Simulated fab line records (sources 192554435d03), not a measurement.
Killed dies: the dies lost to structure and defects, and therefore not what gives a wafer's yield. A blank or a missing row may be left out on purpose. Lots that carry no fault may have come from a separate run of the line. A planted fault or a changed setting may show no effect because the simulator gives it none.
Which tool did it? | flow n5Finfet | 24 lots with 72 wafers sampled at 3 steps, on a route of 1938 steps

## WHAT THE GAUGES READ, wafer by wafer
N5_BEOL_M1_OCD_MEAS_38.
lot  | measured     | on     | trenchDepthNm (nm)
L074 | day 6 08:17  | ocd-02 | 54.0 56.3 55.8
L075 | day 6 21:08  | ocd-02 | 54.1 54.7 54.1
L076 | day 7 04:43  | ocd-02 | 54.5 53.9 53.0
L077 | day 7 09:26  | ocd-01 | 53.9 53.5 54.0
L078 | day 7 09:47  | ocd-01 | 55.2 56.5 56.0
L079 | day 8 00:03  | ocd-01 | 54.1 56.3 53.8
L080 | day 7 18:20  | ocd-02 | 54.3 55.0 56.6
L081 | day 8 07:43  | ocd-02 | 54.0 54.0 54.8
L082 | day 8 07:47  | ocd-01 | 56.2 56.3 53.8
L083 | day 8 20:04  | ocd-02 | 54.6 58.1 54.9
L084 | day 9 11:44  | ocd-02 | 56.8 55.3 56.7
L085 | day 9 13:14  | ocd-02 | 53.5 55.5 56.6
L086 | day 9 13:26  | ocd-01 | 54.0 56.4 57.8
L087 | day 9 16:28  | ocd-01 | 53.8 54.1 52.9
L088 | day 10 01:59 | ocd-02 | 54.6 55.8 52.9
L089 | day 10 01:48 | ocd-01 | 54.3 55.2 52.6
L090 | day 10 05:33 | ocd-02 | 53.6 56.2 53.7
L091 | day 10 18:53 | ocd-01 | 54.5 55.9 57.3
L092 | day 11 03:29 | ocd-02 | 55.0 56.7 53.0
L093 | day 11 05:48 | ocd-01 | 55.9 54.9 51.7
L094 | day 11 22:01 | ocd-02 | 55.0 53.7 57.0
L095 | day 11 22:13 | ocd-02 | 53.9 54.3 53.1
L096 | day 11 19:22 | ocd-01 | 53.8 53.6 57.3
L097 | day 12 08:46 | ocd-02 | 55.9 57.0 56.7

## TOOL THAT RAN EACH LOT (tool first, then ch and the chambers of the sampled wafers, then the start)
lot  | N5_BEOL_M0_ALD_136                 | N5_BEOL_M1_STRIP_97
L074 | aldMetal-01 ch 0,2, day 5 21:17    | rieDiel-06 ch 1,2,3, day 6 08:17 or earlier
L075 | aldMetal-03 ch 0,2,3, day 6 08:58  | rieDiel-03 ch 1,2, day 6 21:08 or earlier
L076 | aldMetal-03 ch 0,1,3, day 6 12:22  | rieDiel-04 ch 0,3, day 7 04:43 or earlier
L077 | aldMetal-03 ch 0,1,3, day 6 17:20  | rieDiel-03 ch 0,2, day 7 09:26 or earlier
L078 | aldMetal-01 ch 1,2, day 7 02:36    | rieDiel-06 ch 1,3, day 7 09:47 or earlier
L079 | aldMetal-04 ch 0,3, day 7 02:40    | rieDiel-04 ch 2,3, day 8 00:03 or earlier
L080 | aldMetal-04 ch 1,2,3, day 7 10:14  | rieDiel-04 ch 0,1,2, day 7 18:20 or earlier
L081 | aldMetal-04 ch 2,3, day 7 19:13    | rieDiel-04 ch 0,3, day 8 07:43 or earlier
L082 | aldMetal-04 ch 1,2,3, day 8 00:49  | rieDiel-06 ch 0,1,3, day 8 07:47 or earlier
L083 | aldMetal-03 ch 0,3, day 8 08:16    | rieDiel-03 ch 0,1,3, day 8 20:04 or earlier
L084 | aldMetal-04 ch 1,2,3, day 8 19:55  | rieDiel-03 ch 1,2, day 9 11:44 or earlier
L085 | aldMetal-01 ch 1,2,3, day 8 23:38  | rieDiel-06 ch 1,2,3, day 9 13:14 or earlier
L086 | aldMetal-01 ch 0,1,3, day 9 02:37  | rieDiel-03 ch 0,2,3, day 9 13:26 or earlier
L087 | aldMetal-04 ch 0,2, day 9 08:04    | rieDiel-04 ch 0,1,3, day 9 16:28 or earlier
L088 | aldMetal-04 ch 1,2, day 9 19:25    | rieDiel-06 ch 1,2,3, day 10 01:59 or earlier
L089 | aldMetal-01 ch 2,3, day 9 19:34    | rieDiel-04 ch 1,2,3, day 10 01:48 or earlier
L090 | aldMetal-04 ch 0,2,3, day 10 00:18 | rieDiel-04 ch 1,2,3, day 10 05:33 or earlier
L091 | aldMetal-03 ch 0,2,3, day 10 02:34 | rieDiel-03 ch 0,2,3, day 10 18:53 or earlier
L092 | aldMetal-03 ch 1,2,3, day 10 09:02 | rieDiel-06 ch 1,2,3, day 11 03:29 or earlier
L093 | aldMetal-03 ch 0,2,3, day 10 17:29 | rieDiel-06 ch 0,1,3, day 11 05:48 or earlier
L094 | aldMetal-03 ch 1,2, day 11 01:08   | rieDiel-03 ch 1,2,3, day 11 22:01 or earlier
L095 | aldMetal-04 ch 2,3, day 11 01:11   | rieDiel-04 ch 0,3, day 11 22:13 or earlier
L096 | aldMetal-03 ch 1,2, day 11 10:02   | rieDiel-03 ch 0,1,3, day 11 19:22 or earlier
L097 | aldMetal-01 ch 1,3, day 11 21:59   | rieDiel-04 ch 0,2, day 12 08:46 or earlier
- N5_BEOL_M0_ALD_136: deposits TaN, pulse time 2 s, purge time 3 s, co reactant purge time 2 s.
- N5_BEOL_M1_STRIP_97: strips in N2/H2, time 10 s.

## WHAT THE TOOLS THEMSELVES READ (means of the sampled wafers that have a number; where no wafer has one, the mark that the record gives instead)
N5_BEOL_M0_ALD_136.
lot  | tool        | heaterPowerW (W)
L074 | aldMetal-01 | 445
L075 | aldMetal-03 | 389
L076 | aldMetal-03 | 386
L077 | aldMetal-03 | 391
L078 | aldMetal-01 | 463
L079 | aldMetal-04 | 470
L080 | aldMetal-04 | 457
L081 | aldMetal-04 | 437
L082 | aldMetal-04 | 457
L083 | aldMetal-03 | 385
L084 | aldMetal-04 | 459
L085 | aldMetal-01 | 448
L086 | aldMetal-01 | 409
L087 | aldMetal-04 | 396
L088 | aldMetal-04 | 433
L089 | aldMetal-01 | 448
L090 | aldMetal-04 | 430
L091 | aldMetal-03 | 386
L092 | aldMetal-03 | 427
L093 | aldMetal-03 | 386
L094 | aldMetal-03 | 425
L095 | aldMetal-04 | 438
L096 | aldMetal-03 | 431
L097 | aldMetal-01 | 435

N5_BEOL_M1_STRIP_97.
lot  | tool       | drypumpMotorCurrentA (A) | n2FlowSccm (sccm) | oesProductAu (a.u.) | rfVppV (V) | showerheadPlenumPTorr (Torr) | throttleValvePct (%)
L074 | rieDiel-06 | 6.0                      | 200.2             | 0.80                | 58.1       | 2.55                         | 23.7
L075 | rieDiel-03 | 5.4                      | 199.5             | 0.85                | 59.0       | 2.63                         | 23.6
L076 | rieDiel-04 | 5.4                      | 200.9             | 0.83                | 58.3       | 2.50                         | 23.9
L077 | rieDiel-03 | 5.2                      | 200.3             | 0.71                | 59.7       | 2.53                         | 23.8
L078 | rieDiel-06 | 5.9                      | 200.2             | 0.81                | 59.5       | 2.55                         | 23.8
L079 | rieDiel-04 | 5.3                      | 200.5             | 0.82                | 58.6       | 2.46                         | 24.0
L080 | rieDiel-04 | 5.6                      | 200.4             | 0.72                | 59.2       | 2.49                         | 24.0
L081 | rieDiel-04 | 5.4                      | 200.7             | 0.81                | 59.3       | 2.50                         | 23.9
L082 | rieDiel-06 | 5.7                      | 199.7             | 0.83                | 58.5       | 2.52                         | 23.6
L083 | rieDiel-03 | 5.6                      | 199.7             | 0.84                | 59.8       | 2.62                         | 24.0
L084 | rieDiel-03 | 5.3                      | 200.5             | 0.91                | 59.3       | 2.57                         | 23.3
L085 | rieDiel-06 | 6.0                      | 200.2             | 0.77                | 58.7       | 2.54                         | 23.7
L086 | rieDiel-03 | 5.6                      | 200.0             | 0.84                | 59.1       | 2.55                         | 23.9
L087 | rieDiel-04 | 5.4                      | 200.1             | 0.76                | 59.6       | 2.51                         | 23.8
L088 | rieDiel-06 | 6.0                      | 200.6             | 0.77                | 59.0       | 2.54                         | 23.7
L089 | rieDiel-04 | 5.3                      | 200.0             | 0.75                | 59.1       | 2.47                         | 23.9
L090 | rieDiel-04 | 5.4                      | 199.6             | 0.75                | 57.9       | 2.47                         | 24.0
L091 | rieDiel-03 | 5.6                      | 199.9             | 0.83                | 59.4       | 2.55                         | 23.9
L092 | rieDiel-06 | 6.0                      | 199.8             | 0.76                | 59.2       | 2.53                         | 23.7
L093 | rieDiel-06 | 5.7                      | 199.5             | 0.80                | 58.6       | 2.51                         | 23.6
L094 | rieDiel-03 | 5.7                      | 200.4             | 0.86                | 58.9       | 2.60                         | 23.8
L095 | rieDiel-04 | 5.7                      | 200.3             | 0.74                | 58.4       | 2.51                         | 24.0
L096 | rieDiel-03 | 5.6                      | 199.9             | 0.81                | 59.3       | 2.61                         | 24.0
L097 | rieDiel-04 | 5.8                      | 199.7             | 0.90                | 59.3       | 2.66                         | 24.3

## THE ANSWER, worked out from the rows above alone
Rule: usual is defined by the lots themselves. The widest of any qualifying gaps counts: lots, ordered by their means at a reading, are off when they make up no more than a third of the lots, leave a main group of 4 or more, and stand apart from it by 3 or more times the standard deviation of that group's means. A main group is skipped when, at the precision printed for the reading in the tables above, its means are all equal. A lot without any number at a reading at which 4 lots or more have one is off too. Any other lot the step has rows for is counted as sound. Order of review: gauges by route order, followed by the tools' own readings, for which a lot's mean as printed above is used. At the first step where some lot is off, the reading lying furthest off is the one used; lots without a number count as furthest.
No lot is off at any reading shown: from this, nothing can be told.

## WHAT THE SIMULATOR PUT IN
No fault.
